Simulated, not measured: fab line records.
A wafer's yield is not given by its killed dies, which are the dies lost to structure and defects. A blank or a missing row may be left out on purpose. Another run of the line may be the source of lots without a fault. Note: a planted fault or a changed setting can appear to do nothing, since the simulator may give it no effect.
The same fault as seen by 3 desks || flow nand_harc || only its own numbers are on each desk; what lay behind them is given at the end

## THE TOOL OWNER'S DESK: litho_track-06
At NHARC_A_CONTACT_SOFTBAKE_64 (time 55 s), the tool's own readings, given per lot that ran on this tool as the mean of the sampled wafers with a number. A lot is out of limits, marked OUT, if its mean lies more than 4 standard deviations from the usual mean; the brackets give that distance.
Columns: A = heater_power_total_W at NHARC_A_CONTACT_SOFTBAKE_64, usual 188.42 W; B = plate_temp_C at NHARC_A_CONTACT_SOFTBAKE_64, usual 105.00 C
{"lot": "L436", "first seen here": "day 22 04:00", "A": 188.40, "B": 105.06}
{"lot": "L437", "first seen here": "day 22 09:00", "A": 188.53, "B": 105.21}
{"lot": "L440", "first seen here": "day 23 15:00", "A": 188.43, "B": 105.06}
{"lot": "L443", "first seen here": "day 24 15:00", "A": 188.56, "B": 104.99}
{"lot": "L449", "first seen here": "day 27 22:00", "A": "255.76 (+99 or more) OUT", "B": 105.22}
{"lot": "L452", "first seen here": "day 28 09:00", "A": "255.78 (+99 or more) OUT", "B": 105.20}
Finding of this desk: L449, L452 out of limits; the first was L449 at day 27 22:00, on heater_power_total_W at NHARC_A_CONTACT_SOFTBAKE_64. In limits: L436, L437, L440, L443.

## FROM THE METROLOGY DESK
What the gauges read for every lot (on any tool): the sampled wafers with a number, averaged. A lot is out of limits, marked OUT, if its mean lies more than 4 standard deviations from the usual mean; the brackets give that distance.
Columns: A = cd_nm at NHARC_A_CONTACT_CD_MEAS_69, usual 300.0 nm
{"lot": "L436", "first seen here": "day 22 04:21", "A": 300.6}
{"lot": "L437", "first seen here": "day 22 09:20", "A": 300.6}
{"lot": "L439", "first seen here": "day 23 01:13", "A": 300.9}
{"lot": "L438", "first seen here": "day 23 01:29", "A": 300.5}
{"lot": "L440", "first seen here": "day 23 16:25", "A": 299.2}
{"lot": "L443", "first seen here": "day 24 15:41", "A": 299.6}
{"lot": "L449", "first seen here": "day 27 23:01", "A": 299.6}
{"lot": "L452", "first seen here": "day 28 09:44", "A": 300.4}
{"lot": "L454", "first seen here": "day 30 02:02", "A": 300.4}
{"lot": "L455", "first seen here": "day 30 08:17", "A": 300.8}
{"lot": "L457", "first seen here": "day 30 15:16", "A": 300.3}
{"lot": "L458", "first seen here": "day 31 10:56", "A": 300.2}
{"lot": "L459", "first seen here": "day 31 11:35", "A": 299.9}
Finding of this desk: none of the 13 lots has anything out of limits.

## THE DEFECT DESK
Counts from the inspections along the route, per lot, as means over the sampled wafers that have a number. A lot is out of limits, marked OUT, if its mean lies more than 4 standard deviations from the usual mean; the brackets give that distance.
Columns: A = raw_defect_count at NHARC_A_CONTACT_INSPECT_71, usual 87
{"lot": "L436", "first seen here": "day 22 04:28", "A": 101}
{"lot": "L437", "first seen here": "day 22 09:28", "A": 44}
{"lot": "L439", "first seen here": "day 23 01:20", "A": 53}
{"lot": "L438", "first seen here": "day 23 01:36", "A": 73}
{"lot": "L440", "first seen here": "day 23 16:33", "A": 114}
{"lot": "L443", "first seen here": "day 24 15:49", "A": 65}
{"lot": "L449", "first seen here": "day 27 23:08", "A": 50}
{"lot": "L452", "first seen here": "day 28 09:51", "A": 146}
{"lot": "L454", "first seen here": "day 30 02:10", "A": 109}
{"lot": "L455", "first seen here": "day 30 08:25", "A": 106}
{"lot": "L457", "first seen here": "day 30 15:23", "A": 83}
{"lot": "L458", "first seen here": "day 31 11:04", "A": 68}
{"lot": "L459", "first seen here": "day 31 11:43", "A": 70}
Finding of this desk: none of the 13 lots has anything out of limits.

## TAKEN TOGETHER
At day 27 22:00, on L449, L452, the tool owner's desk was in a position to raise an alarm.
Nothing out of limits was seen by the metrology desk.
Nothing the defect desk looked at was out of limits.
The metrology desk has L449, L452 on record, within its limits.
The defect desk has L449, L452 on record, within its limits.
The lots listed all ran NHARC_A_CONTACT_SOFTBAKE_64 on litho_track-06.

## WHAT WAS PUT IN BY THE SIMULATOR
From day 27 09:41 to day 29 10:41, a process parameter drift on litho_track-06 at NHARC_A_CONTACT_SOFTBAKE_64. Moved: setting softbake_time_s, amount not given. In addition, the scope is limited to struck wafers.
Struck lots among those shown: L449, L452.
Time in hours from fault onset to the first out-of-limits reading at each desk: the tool owner's desk, 12.
